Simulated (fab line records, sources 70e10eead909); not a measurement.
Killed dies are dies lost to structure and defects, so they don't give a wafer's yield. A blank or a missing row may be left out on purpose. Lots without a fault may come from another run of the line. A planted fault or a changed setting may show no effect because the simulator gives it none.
A struck lot beside a sound one | flow nand_harc | 24 steps out of a route of 1302
Sound: wafers L759.1, L759.3, L759.4. Struck: wafers L774.2, L774.3, L774.6. The cause comes at the end.
At each step with rows: each side's tool, then ch and its chambers, then its first start. Under that, the readings that differ: sound wafers | struck wafers | difference of the means | sigmas: that difference in standard deviations of wafers without a fault.
alike: readings whose means differ by less than 2 such deviations, and words and numbers that are the same on both sides. not compared: withheld readings, readings that some wafer has no value for, bounds like >300 that may hide the same value, and numbers for which the record gives no deviation and whose values overlap.
The two part at a step that has a row with sigmas, a row that says differs or no value, or rows on one side only. Numbers that don't overlap but have no deviation are shown without sigmas and don't part them. A reading that every wafer of one side lacks parts them only if that side has two wafers or more.

NHARC_A_M0_INSPECT_27:
  sound on defect_inspect-02, day 25 03:28; struck on defect_inspect-01, day 31 10:44
  alike: raw_defect_count
NHARC_A_M0_PRE_CLEAN_31: time 12 s.
  sound on pecvd-02 ch 0,2, day 25 03:32; struck on pecvd-01 ch 1,2, day 31 10:48
  alike: heater_power_w
NHARC_A_M0_DEP_32: deposits SiCN, target thk 30 nm.
  sound on pecvd-02 ch 0,2, day 25 03:37; struck on pecvd-01 ch 1,2, day 31 10:53
  alike: heater_power_w
then, 8 steps without rows for these wafers: NHARC_A_M1_DEP_00 (deposits SiOC, target thk 182.5 nm); NHARC_A_M1_DEHYDRATE_01 (time 120 s); NHARC_A_M1_HMDS_02 (time 30 s); NHARC_A_M1_COAT_34 (time 65 s); NHARC_A_M1_COAT_03 (resist thk 90 nm); NHARC_A_M1_SOFTBAKE_04 (time 55 s); NHARC_A_M1_EBR_05; NHARC_A_M1_EXPOSE_06 (exposes mask A M1, target cd 120 nm).
NHARC_A_M1_PEB_07: peb time 65 s.
  sound on litho_track-04 ch 0, day 25 04:46; struck on litho_track-06 ch 0, day 31 12:05
  reading                  | sound                | struck            | difference | sigmas
  heater_power_total_W (W) | 156.2 156.2 156.0    | 155.6 154.7 155.5 | -0.9       | -2
  plate_temp_C (C)         | 100.30 100.13 100.26 | 99.32 99.51 99.37 | -0.83      | -6
then, 1 step without rows for these wafers: NHARC_A_M1_DEVELOP_08 (develop time 35 s).
NHARC_A_M1_CD_MEAS_09: target cd 120 nm.
  sound on cd_sem-02 ch 0, day 25 04:50; struck on cd_sem-01 ch 0, day 31 12:10
  reading    | sound             | struck            | difference | sigmas
  cd_nm (nm) | 119.8 119.7 120.1 | 115.8 117.5 116.5 | -3.3       | -5
NHARC_A_M1_OVL_MEAS_10: pitch 240 nm.
  sound on overlay-02, day 25 04:56; struck on overlay-01, day 31 12:14
  reading           | sound          | struck      | difference | sigmas
  overlay_y_nm (nm) | -1.5 -1.5 -1.4 | 0.4 0.7 0.6 | +2.0       | +2
  alike: overlay_x_nm
NHARC_A_M1_INSPECT_11:
  sound on defect_inspect-01, day 25 04:58; struck on defect_inspect-02, day 31 12:17
  alike: raw_defect_count
NHARC_A_M1_DESCUM_14: chemistry O2, time 3 s.
  sound on rie_diel-03 ch 0,3, day 25 05:02; struck on rie_diel-03 ch 0,2,3, day 31 12:20
  reading               | sound         | struck            | difference | sigmas
  model.A_M1.cd_nm (nm) | 119 120 120.8 | 116.7 117.7 117.4 | -2.7       |
  alike: drypump_motor_current_A, oes_product_au, rf_vpp_V, showerhead_plenum_p_Torr, throttle_valve_pct
  not compared: rf_hours_counter_h
NHARC_A_M1_ETCH_35: etches the open film in N2/H2, target depth 40 nm, overetch 12 nm, time 43.94 s.
  sound on rie_diel-03 ch 1,3, day 25 05:08; struck on rie_diel-03 ch 0,3, day 31 12:26
  alike: drypump_motor_current_A, n2_flow_sccm, oes_product_au, rf_vpp_V, showerhead_plenum_p_Torr, throttle_valve_pct
  not compared: rf_hours_counter_h
NHARC_A_M1_ETCH_15: etches the open film in C4F8/Ar, target depth 182.5 nm, time 91.2 s.
  sound on rie_diel-03 ch 0,3; struck on rie_diel-03 ch 0,2,3
  alike: oes_product_au, rf_vpp_V
  not compared: rf_hours_counter_h
NHARC_A_M1_CD_MEAS_16:
  sound on cd_sem-02, day 25 05:23; struck on cd_sem-01, day 31 12:41
  reading    | sound             | struck            | difference | sigmas
  cd_nm (nm) | 119.1 119.7 121.2 | 116.5 118.0 117.2 | -2.8       | -3
NHARC_A_M1_STRIP_18: strips in N2/H2.
  sound on rie_diel-05 ch 0,1,2, day 25 05:27; struck on rie_diel-02 ch 0,1,2, day 31 12:48
  alike: drypump_motor_current_A, n2_flow_sccm, oes_product_au, rf_vpp_V, showerhead_plenum_p_Torr, throttle_valve_pct
  not compared: rf_hours_counter_h
NHARC_A_M1_ETCH_28: etches the open film in CF4/N2, target depth 30 nm, time 72.99 s.
  sound on rie_diel-05 ch 0,1,3; struck on rie_diel-02 ch 1,2,3
  alike: drypump_motor_current_A, n2_flow_sccm, oes_product_au, rf_vpp_V, showerhead_plenum_p_Torr, throttle_valve_pct
  not compared: rf_hours_counter_h, model.A_M1.cd_nm
then, 1 step without rows for these wafers: NHARC_A_M1_STRIP_19 (strips in post etch residue remover, time 600 s).
NHARC_END_SORT_01:
  the record has rows for the sound wafers here (prober-02 ch 0, day 26 17:25) and none for the struck ones

WHERE THEY PART
First at NHARC_A_M1_PEB_07; last, within this record, at NHARC_END_SORT_01.

WHY: what the simulator had put in
Process parameter drift: litho_track-06, from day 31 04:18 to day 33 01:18, at NHARC_A_M1_PEB_07. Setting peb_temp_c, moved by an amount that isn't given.
